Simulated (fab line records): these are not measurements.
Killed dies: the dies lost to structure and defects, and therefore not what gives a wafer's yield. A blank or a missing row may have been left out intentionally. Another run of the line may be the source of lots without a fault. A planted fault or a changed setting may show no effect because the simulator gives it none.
Chamber matching ; flow n5 finfet ; 4 sister chambers for N5_MOL_CONTACT_COAG_STRIP_98 on rie diel-02
The step strips in N2/H2. 4 wafers are shown with their chamber, then 8 later ones without.

## EACH WAFER AND ITS CHAMBER
wafer;chamber;showerhead plenum p Torr (Torr)
L090.3;1;3.48
L091.1;0;3.21
L091.3;3;3.23
L095.4;2;3.53

## WAFERS MISSING THEIR CHAMBER
wafer;showerhead plenum p Torr (Torr)
L095.5;3.22
L095.6;3.53
L096.3;3.48
L096.4;3.20
L096.6;3.52
L097.3;3.22
L097.4;3.20
L097.5;3.20

## WHICH CHAMBER EACH ONE RAN IN
wafer;from the rows above;in truth
L095.5;can't be placed: 3 or 0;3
L095.6;2;2
L096.3;1;1
L096.4;0;0
L096.6;2;2
L097.3;can't be placed: 3 or 0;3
L097.4;0;0
L097.5;0;0
Correctly placed: 6 of 8. These rows do not allow placing 2 (true chamber among the candidates in 2). 0 placed wrongly.
How it was worked out, from the rows above alone: a wafer's distance from a chamber is the root of the sum, over the readings, of the square of ((its reading less the chamber's mean) divided by the reading's scatter). The wafer belongs to the nearest chamber; if the next one is less than 2 further off, it can't be placed. For every chamber, the mean is computed from those of its wafers that are shown. The scatter (one wafer shown for each chamber): square how far every hidden wafer sits from the nearest shown wafer, average those squares and take the square root.
